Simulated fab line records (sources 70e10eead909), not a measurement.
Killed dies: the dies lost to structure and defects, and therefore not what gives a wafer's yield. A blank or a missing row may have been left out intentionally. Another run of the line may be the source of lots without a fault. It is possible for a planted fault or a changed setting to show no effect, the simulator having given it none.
Code-filled problem report in 8D (eight disciplines) form || flow nand harc || the parts of the form that need people (team, actions taken, sign-off) are left out

1. THE PROBLEM
Wafers with no fault read 0.26 % with a standard deviation of 0.22, whereas sort_bin_3_pct at NHARC_END_SORT_01 reads a mean of 5.47 % on 1 wafer of 1 lot. That puts it +24 standard deviations away from the usual mean.
Earliest sighting: wafer L675.3 on prober-01 at day 22 01:38. The record holds 1 wafer of 1 lot with a number at this step. Rule for "out" (also "out of limits"): further than 4 standard deviations from the usual mean. The rest of the wafers with a number are treated as sound.

2. WHAT IT IS, WHAT IT ISN'T
{"question": "which readings at this step", "is": "sort_bin_3_pct, defect limited yield, killed at array, killed dies, sort_bin_2_pct, sort n pass, sort yield pct", "is not": "killed at other, killed at periphery, killed open, killed short, sort rim yield pct"}
{"question": "which lots", "is": "L675", "is not": "-"}
{"question": "which wafers of those lots", "is": "all that have a number", "is not": "-"}
{"question": "read on which gauges", "is": "prober-01", "is not": "-"}
{"question": "when", "is": "from day 22 01:38", "is not": "up to then (0 sound wafers)"}

3. WHAT RULES OUT EACH SUSPECT
Counting: any tool at a process step up to the reading is kept as a suspect provided that every lot that is out went through it and no sound lot did after the first of them.
- the gauge at NHARC_END_SORT_01: kept. All the wafers that are out were read on prober-01, and no step on other tools shows them out.
- rie diel-06 at NHARC_A_BONDPAD_DESCUM_11 (chemistry O2, time 3 s): kept. It ran the lot that is out, L675 (day 20 20:22), and no sound lot after that.
- rie diel-06 at NHARC_A_BONDPAD_ETCH_34 (etches the open film in N2/H2, target depth 60 nm, overetch 18 nm, time 65.91 s): kept. It ran the lot that is out, L675 (day 20 20:27), and no sound lot after that.
- rie diel-06 at NHARC_A_BONDPAD_ETCH_24 (etches the open film in CF4/N2, target depth 30 nm, time 72.99 s): kept. It ran the lot that is out, L675 (day 20 20:56), and no sound lot after that.
- pvd sputter-03 at NHARC_A_BONDPAD_PRE_CLEAN_26 (time 30 s): kept. It ran the lot that is out, L675 (day 20 22:44), and no sound lot after that. Because NHARC_A_BONDPAD_PRE_CLEAN_26 lacks a start for some lots, the hours and order of its lots are taken from NHARC_A_BONDPAD_THK_MEAS_20.
- pvd sputter-03 at NHARC_A_BONDPAD_PVD_17 (deposits TaN, target thk 5 nm, time 8.06 s): kept. It ran the lot that is out, L675 (day 20 22:44), and no sound lot after that. Because NHARC_A_BONDPAD_PVD_17 lacks a start for some lots, the hours and order of its lots are taken from NHARC_A_BONDPAD_THK_MEAS_20.
- grinder-01 at NHARC_THIN_TSV_GRIND_00: kept. It ran the lot that is out, L675 (day 21 08:59), and no sound lot after that.
Left after counting: rie diel-06 at NHARC_A_BONDPAD_DESCUM_11, rie diel-06 at NHARC_A_BONDPAD_ETCH_34, rie diel-06 at NHARC_A_BONDPAD_ETCH_24, pvd sputter-03 at NHARC_A_BONDPAD_PRE_CLEAN_26, pvd sputter-03 at NHARC_A_BONDPAD_PVD_17, grinder-01 at NHARC_THIN_TSV_GRIND_00, prober-01 at NHARC_END_SORT_01.

4. THE CAUSE (what the simulator had put in)
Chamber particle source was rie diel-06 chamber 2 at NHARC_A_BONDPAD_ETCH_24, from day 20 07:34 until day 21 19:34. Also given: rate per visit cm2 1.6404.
Counting leaves 7 suspects; this tool is one of them.

5. THE EFFECT CHAIN, in route order
Each row: a reading where the mean over the struck wafers with a number is more than 3 standard deviations away from the usual. Scope: only readings with a usual standard deviation given in the record; hours: median across lots of the time from each lot's start at the first step in this table that gives one to its start at this step; sigmas: change in usual standard deviations.
{"hours": 0, "step": "NHARC_END_SORT_01", "reading": "defect limited yield", "usual": "95.3 %", "on struck wafers": 79.5, "change": -15.8, "sigmas": -9.3}
{"hours": 0, "step": "NHARC_END_SORT_01", "reading": "killed at array", "usual": 28, "on struck wafers": 135, "change": "+107", "sigmas": "+8.9"}
{"hours": 0, "step": "NHARC_END_SORT_01", "reading": "killed dies", "usual": 32, "on struck wafers": 139, "change": "+107", "sigmas": "+8.9"}
{"hours": 0, "step": "NHARC_END_SORT_01", "reading": "sort_bin_2_pct", "usual": "1.4 %", "on struck wafers": 9.0, "change": "+7.6", "sigmas": "+12"}
{"hours": 0, "step": "NHARC_END_SORT_01", "reading": "sort_bin_3_pct", "usual": "0.26 %", "on struck wafers": 5.47, "change": "+5.21", "sigmas": "+24"}
{"hours": 0, "step": "NHARC_END_SORT_01", "reading": "sort n pass", "usual": 645, "on struck wafers": 538, "change": -107, "sigmas": -8.9}
{"hours": 0, "step": "NHARC_END_SORT_01", "reading": "sort yield pct", "usual": "95.3 %", "on struck wafers": 79.5, "change": -15.8, "sigmas": -9.3}

6. HOW IT WOULD HAVE BEEN CAUGHT EARLIER
Counted from the fault's start at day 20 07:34, it took 42 hours until the first out-of-limits reading at a measuring or inspecting step in this record, taken at day 22 01:38.
Tool readings at NHARC_A_BONDPAD_ETCH_24 with a usual standard deviation given in the record: none out on any struck wafer, hence no alarm at a limit of 4 standard deviations on them.
Each of the lots that are out, 1 in all, had begun NHARC_A_BONDPAD_ETCH_24 on rie diel-06 no later than day 22 01:38. Holding the tool at that point would not have protected any of them.
